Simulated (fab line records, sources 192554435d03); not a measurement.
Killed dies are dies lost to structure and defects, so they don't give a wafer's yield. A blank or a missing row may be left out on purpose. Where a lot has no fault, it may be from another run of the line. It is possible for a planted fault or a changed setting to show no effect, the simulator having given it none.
Lot-split experiment    flow n5Finfet    7 lots, 21 wafers read, on a route of 1938 steps

== SPLIT DETAILS ==
At N5_BEOL_M3_ETCH_70 (etches SOC in N2/H2, target depth 80 nm, overetch 16 nm, time 120 s), the setting sourceW was moved away from the recipe's 840 W on 4 of the 21 wafers read, by -15.3% to +6.4%. For the rest of the wafers, this setting stayed at what the recipe calls for.

The reading is taken at the split's own step.

== THE READING ==
rfVppV, in V, at N5_BEOL_M3_ETCH_70 (etches SOC in N2/H2, target depth 80 nm, overetch 16 nm, time 120 s). Fault-free wafers of this fab line usually give 522.1 V, standard deviation 1.6 V.

wafer   tool, chamber at the split  sourceW as run, W  against the recipe  rfVppV, V  against lot-mates on the recipe
L075.1  rieDiel-03, 3               840                recipe              520.4      -
L075.4  rieDiel-03, 0               840                recipe              524.0      -
L075.5  rieDiel-03, 2               840                recipe              523.7      -
L077.4  rieDiel-06, 3               840                recipe              520.8      -
L077.5  rieDiel-06, 1               840                recipe              520.5      -
L077.6  rieDiel-06, 2               840                recipe              522.1      -
L079.1  rieDiel-01, 0               840                recipe              521.4      -
L079.4  rieDiel-01, 1               894                +6.4%               510.7      -11.6
L079.6  rieDiel-01, 3               840                recipe              523.3      -
L082.3  rieDiel-06, 1               721.6              -14.1%              546.7      +24.8
L082.4  rieDiel-06, 3               721.6              -14.1%              548.2      +26.3
L082.5  rieDiel-06, 0               840                recipe              521.9      -
L085.3  rieDiel-06, 2               840                recipe              522.0      -
L085.5  rieDiel-06, 2               840                recipe              522.8      -
L085.6  rieDiel-06, 3               840                recipe              522.3      -
L086.2  rieDiel-06, 2               840                recipe              523.7      -
L086.4  rieDiel-06, 1               840                recipe              521.5      -
L086.6  rieDiel-06, 1               840                recipe              520.0      -
L092.3  rieDiel-06, 3               711.3              -15.3%              550.5      +29.0
L092.4  rieDiel-06, 2               840                recipe              522.3      -
L092.5  rieDiel-06, 0               840                recipe              520.7      -

THE FIT
A straight line over all 21 wafers: rfVppV changes by -1.82 V for each +1% of sourceW; r = -0.99; the points scatter about the line by 1.2 V.
The same after taking each lot's own level away (the mean of its wafers on the recipe; 21 wafers): -1.84 V for each +1%; r = -0.99; scatter 1.1 V.
According to that fit, moving sourceW by its largest amount changes the reading by 28 V.
The lots' own levels span 521.13 to 522.70 V, that is 1.0 times the standard deviation above.
Hence the lot-to-lot level has little effect on the slope; both slopes agree.
Check: +27.8 V against its lot-mates is what the line predicts for one of the wafers moved furthest among these (-15.3%) when that wafer is left out of the fit. Against them it came out at +29 V.
Tool readings at the split's step, against how far the setting was moved: rfVppV r = -0.99.

== THESE WAFERS: OTHER SPLITS ==
Other splits were also applied to these wafers ahead of the reading. Each is held against what the fit with the lots' levels taken away leaves over:
other split on the same wafers  wafers away from the commonest value  r with rfVppV (lot level and that fit taken away)
N5_BEOL_M2_COAT_67 spinRpm      7                                     +0.07
N5_BEOL_M3_COAT_05 spinRpm      4                                     -0.43

== FILE'S OWN FIT ==
rfVppV changes by -1.86 V for each +1% of sourceW, r = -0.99.
